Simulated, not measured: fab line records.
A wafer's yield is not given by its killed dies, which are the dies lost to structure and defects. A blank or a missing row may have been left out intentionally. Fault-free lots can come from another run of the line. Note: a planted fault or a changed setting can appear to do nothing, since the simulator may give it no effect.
Lot-split experiment	flow n5Finfet	on a route of 1938 steps: 7 lots, 21 wafers read

## ABOUT THE SPLIT
At N5_BEOL_M7_COAT_64 (time 60 s, resist thk 12 nm), the setting spinRpm was moved away from the recipe's 1500 rpm on 4 of the 21 wafers read, by -5.4% to +9.8%. All remaining wafers had this setting at the recipe value.

## FROM THE SPLIT TO THE READING: what the file shows between them, 6 steps
- N5_BEOL_M7_EXPOSE_25: exposes mask V6, target cd 40 nm (also split here: doseMj)
- N5_BEOL_M7_PEB_26: peb time 60 s
- N5_BEOL_M7_DEVELOP_27: develop time 30 s
- N5_BEOL_M7_CD_MEAS_28: target cd 40 nm
- N5_BEOL_M7_DESCUM_33: chemistry O2, time 7 s
- N5_BEOL_M7_ETCH_72: etches underlayer in N2/H2, target depth 6.5 nm, time 5.2 s

## THE READING
CAR-EUV_of_BEOL_M7_COAT_22.thkNm (the simulator's own value, which no gauge read), in nm, at N5_BEOL_M7_ETCH_65 (etches SiARC in CF4, target depth 15.6 nm, time 26 s). There is no usual value for it anywhere in the file. Average 11.3 nm, standard deviation 0.091 nm, over the 17 wafers here run with the recipe.

wafer	tool, chamber at the split	spinRpm as run, rpm	against the recipe	CAR-EUV_of_BEOL_M7_COAT_22.thkNm, nm	against lot-mates on the recipe
L075.3	lithoTrack-01, 0	1500	recipe	11.4	-
L075.4	lithoTrack-01, 0	1647	+9.8%	11.8	+0.4
L075.5	lithoTrack-01, 0	1500	recipe	11.4	-
L080.2	lithoTrack-01, 0	1500	recipe	11.2	-
L080.4	lithoTrack-01, 0	1500	recipe	11.2	-
L080.5	lithoTrack-01, 0	1500	recipe	11.2	-
L082.1	lithoTrack-05, 0	1500	recipe	11.2	-
L082.4	lithoTrack-05, 0	1500	recipe	11.2	-
L082.3	lithoTrack-05, 0	1500	recipe	11.2	-
L086.4	lithoTrack-04, 0	1500	recipe	11.2	-
L086.5	lithoTrack-04, 0	1500	recipe	11.2	-
L086.6	lithoTrack-04, 0	1569	+4.6%	11.4	+0.2
L096.3	lithoTrack-04, 0	1500	recipe	11.4	-
L096.4	lithoTrack-04, 0	1500	recipe	11.4	-
L096.5	lithoTrack-04, 0	1500	recipe	11.2	-
L092.2	lithoTrack-01, 0	1500	recipe	11.2	-
L092.4	lithoTrack-01, 0	1500	recipe	11.2	-
L092.5	lithoTrack-01, 0	1500	recipe	11.4	-
L097.1	lithoTrack-05, 0	1419	-5.4%	10.8	-0.4
L097.3	lithoTrack-05, 0	1419	-5.4%	10.8	-0.4
L097.5	lithoTrack-05, 0	1500	recipe	11.2	-

THE FIT
A straight line over all 21 wafers: CAR-EUV_of_BEOL_M7_COAT_22.thkNm changes by +0.0626 nm for each +1% of spinRpm; r = +0.89; the points scatter about the line by 0.099 nm.
The same after taking each lot's own level away (the mean of its wafers on the recipe; 21 wafers): +0.0526 nm for each +1%; r = +0.92; scatter 0.068 nm.
According to that fit, moving spinRpm by its largest amount changes the reading by 0.52 nm.
Across the lots, their own levels run from 11.20 to 11.40 nm, a range of 2.2 times the standard deviation given above.
Thus the slope moves with the lot-to-lot level: the two fits are different.
Check: for one of the wafers moved furthest among these (+9.8%), held out of the fit, the line's prediction against its lot-mates is +0.629 nm. It came out at +0.4 nm against them.

## OTHER SPLITS APPLIED TO THESE WAFERS
These wafers also went through other splits before the reading. Each is held against what the fit with the lots' levels taken away leaves over:
other split on the same wafers	wafers away from the commonest value	r with CAR-EUV_of_BEOL_M7_COAT_22.thkNm (lot level and that fit taken away)
N5_BEOL_M5_ILD_DEP_00 timeS	7	+0.10
N5_BEOL_M5_HM_DEP_02 targetThkA	7	-0.05
N5_BEOL_M5_SPUTTER_83 timeS	5	+0.28
N5_BEOL_M7_EXPOSE_25 doseMj	7	-0.05

## THE WHOLE CHAIN: every reading that the file lists as answering this split, in the file's order
step	what it does	reading	change (the file's fit)	r (the file's)
N5_BEOL_M7_COAT_64	time 60 s, resist thk 12 nm	SiARC_of_BEOL_M7_COAT_64.thkNm (the simulator's own value, which no gauge read)	-0.0612 nm for each +1% of the setting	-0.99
N5_BEOL_M7_ETCH_65	etches SiARC in CF4, target depth 15.6 nm, time 26 s	etch.depthNm (the simulator's own value, which no gauge read)	-0.0592 nm for each +1% of the setting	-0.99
N5_BEOL_M7_ETCH_65	etches SiARC in CF4, target depth 15.6 nm, time 26 s	CAR-EUV_of_BEOL_M7_COAT_22.thkNm (the simulator's own value, which no gauge read)	+0.0478 nm for each +1% of the setting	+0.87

## FILE'S OWN FIT
CAR-EUV_of_BEOL_M7_COAT_22.thkNm changes by +0.0478 nm for each +1% of spinRpm, r = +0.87.
